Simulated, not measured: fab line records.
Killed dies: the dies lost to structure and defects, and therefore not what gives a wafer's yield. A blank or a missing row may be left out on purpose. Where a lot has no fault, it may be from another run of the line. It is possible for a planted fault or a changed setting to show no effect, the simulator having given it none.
Matching of chambers	flow nandHarc	cmp-02 running NHARC_P_BONDPAD_CMP_19: 4 sister chambers
The step polishes, t overpolish 30 s, cu recess touch 16 s, target thk 160.81 nm. 16 wafers are shown with their chamber, then 8 later ones without.

## WAFERS PAIRED WITH THEIR CHAMBERS
wafer	chamber	motorCurrentA (A)	overpolishRunS (s)	slurryFilterDpKPa (kPa)
L402.1	3	13.2	29.996	13.49
L402.3	2	12.5	29.988	13.51
L402.5	0	12.5	30.010	13.33
L403.1	2	13.0	29.980	13.65
L403.3	0	11.4	30.005	13.62
L403.6	1	11.6	30.004	13.70
L404.4	0	11.8	30.017	13.54
L404.5	1	11.2	30.017	13.43
L404.6	0	11.7	29.988	13.48
L407.2	0	12.4	29.985	13.62
L407.3	3	13.5	30.005	13.48
L407.5	0	12.2	29.993	13.37
L410.4	3	13.4	29.995	13.39
L410.5	1	11.1	30.007	13.42
L410.6	0	12.0	30.009	13.44
L417.1	2	12.8	30.011	13.37

SIGNATURES, as means of the wafers listed above
reading	chamber 0	chamber 1	chamber 2	chamber 3	scatter within a chamber
motorCurrentA	12.000	11.300	12.767	13.367	0.323
overpolishRunS	30.00100	30.00933	29.99300	29.99867	0.0115
slurryFilterDpKPa	13.4857	13.5167	13.5100	13.4533	0.121
Rule: for each reading, subtract the chamber's mean from the wafer's reading, divide by that reading's scatter and square the result; add these up over the readings and take the root, which gives the wafer's distance from the chamber. The wafer belongs to the nearest chamber; if the next one is less than 2 further off, it can't be placed. The scatter: the root of (the sum of the squares of (reading less its chamber's mean) over the shown wafers, divided by (wafers less chambers)).

## WAFERS WITH NO CHAMBER GIVEN
wafer	motorCurrentA (A)	overpolishRunS (s)	slurryFilterDpKPa (kPa)
L417.3	11.0	30.007	13.45
L417.5	12.1	30.002	13.70
L418.1	13.0	29.994	13.48
L418.2	11.9	29.998	13.64
L418.5	11.4	30.006	13.12
L422.1	13.0	29.984	13.78
L422.4	12.0	29.999	13.46
L422.5	12.5	30.008	13.58

## EACH ONE'S CHAMBER
wafer	from the rows above	in truth
L417.3	1	1
L417.5	can't be placed: 0 or 2 or 1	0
L418.1	can't be placed: 2 or 3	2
L418.2	can't be placed: 0 or 1 or 2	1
L418.5	can't be placed: 1 or 0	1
L422.1	can't be placed: 2 or 3 or 0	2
L422.4	0	0
L422.5	can't be placed: 2 or 0 or 3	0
Correct placement for 2 of the 8. These rows do not allow placing 6 (true chamber among the candidates in 6). Placed wrongly: 0.
